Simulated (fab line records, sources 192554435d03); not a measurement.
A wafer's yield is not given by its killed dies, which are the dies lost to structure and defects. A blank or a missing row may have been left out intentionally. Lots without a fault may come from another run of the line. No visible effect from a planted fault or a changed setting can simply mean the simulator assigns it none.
Chamber matching	flow n5-finfet	N5_PMOS_HMC_CHANNEL_EPI_ETCH_32 on rie-diel-05: 4 sister chambers
The step etches BARC in N2/H2, stops on SiO2, target depth 85.8 nm, time 50.3 s. 4 wafers are shown with their chamber, then 8 later ones without.

== WAFERS, EACH WITH ITS CHAMBER ==
wafer	chamber	showerhead-plenum-p-Torr (Torr)
L085.2	1	2.49
L085.3	0	2.55
L085.6	2	2.49
L086.2	3	2.64

== WAFERS MISSING THEIR CHAMBER ==
wafer	showerhead-plenum-p-Torr (Torr)
L086.3	2.49
L086.6	2.64
L087.2	2.49
L087.4	2.64
L087.6	2.49
L094.1	2.63
L094.4	2.54
L094.6	2.48

== EACH ONE'S CHAMBER ==
wafer	from the rows above	in truth
L086.3	can't be placed: 1 or 2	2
L086.6	3	3
L087.2	can't be placed: 1 or 2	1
L087.4	3	3
L087.6	can't be placed: 1 or 2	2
L094.1	3	3
L094.4	0	0
L094.6	can't be placed: 1 or 2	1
4 of 8 placed correctly. Can't be placed from these rows: 4 (the true chamber is among the candidates in 4). Number placed wrongly: 0.
How it was worked out, from the rows above alone: a wafer's distance from a chamber is the root of the sum, over the readings, of the square of ((its reading less the chamber's mean) divided by the reading's scatter). If the next closest chamber is less than 2 further off than the closest, the wafer can't be placed; otherwise it belongs to the closest. The mean given for a chamber averages the wafers shown for that chamber. The scatter (one wafer shown for each chamber): square how far every hidden wafer sits from the nearest shown wafer, average those squares and take the square root.
